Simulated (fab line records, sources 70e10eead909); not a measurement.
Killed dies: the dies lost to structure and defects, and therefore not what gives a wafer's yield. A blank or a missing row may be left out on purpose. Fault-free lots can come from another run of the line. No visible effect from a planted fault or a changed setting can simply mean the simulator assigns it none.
Matching of chambers / flow nand-harc / 4 sister chambers for NHARC_P_CONTACT_CMP_01 on cmp-03
The step polishes SiO2, target thk 200 nm. 8 wafers are shown with their chamber, then 7 later ones without.

== WAFERS PAIRED WITH THEIR CHAMBERS ==
wafer=L074.2; chamber=0; motor-current-A (A)=12.4
wafer=L075.1; chamber=0; motor-current-A (A)=12.5
wafer=L077.3; chamber=3; motor-current-A (A)=10.5
wafer=L079.1; chamber=3; motor-current-A (A)=10.4
wafer=L079.4; chamber=1; motor-current-A (A)=12.1
wafer=L079.5; chamber=2; motor-current-A (A)=14.5
wafer=L086.3; chamber=1; motor-current-A (A)=13.0
wafer=L086.4; chamber=2; motor-current-A (A)=14.5

== WAFERS WITHOUT THEIR CHAMBER ==
wafer=L086.6; motor-current-A (A)=12.7
wafer=L090.1; motor-current-A (A)=12.7
wafer=L090.3; motor-current-A (A)=12.2
wafer=L090.4; motor-current-A (A)=14.6
wafer=L096.1; motor-current-A (A)=14.4
wafer=L096.3; motor-current-A (A)=12.6
wafer=L096.5; motor-current-A (A)=13.9

== CHAMBER TAKEN BY EACH ==
wafer=L086.6; from the rows above=can't be placed: 1 or 0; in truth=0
wafer=L090.1; from the rows above=can't be placed: 1 or 0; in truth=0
wafer=L090.3; from the rows above=can't be placed: 0 or 1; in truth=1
wafer=L090.4; from the rows above=2; in truth=2
wafer=L096.1; from the rows above=2; in truth=2
wafer=L096.3; from the rows above=can't be placed: 1 or 0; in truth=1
wafer=L096.5; from the rows above=2; in truth=2
Correctly placed: 3 of 7. These rows do not allow placing 4 (true chamber among the candidates in 4). 0 placed wrongly.
How it was worked out, from the rows above alone: a wafer's distance from a chamber is the root of the sum, over the readings, of the square of ((its reading less the chamber's mean) divided by the reading's scatter). If the next closest chamber is less than 2 further off than the closest, the wafer can't be placed; otherwise it belongs to the closest. Each chamber's mean is taken over the wafers shown for it. The scatter: the root of (the sum of the squares of (reading less its chamber's mean) over the shown wafers, divided by (wafers less chambers)).
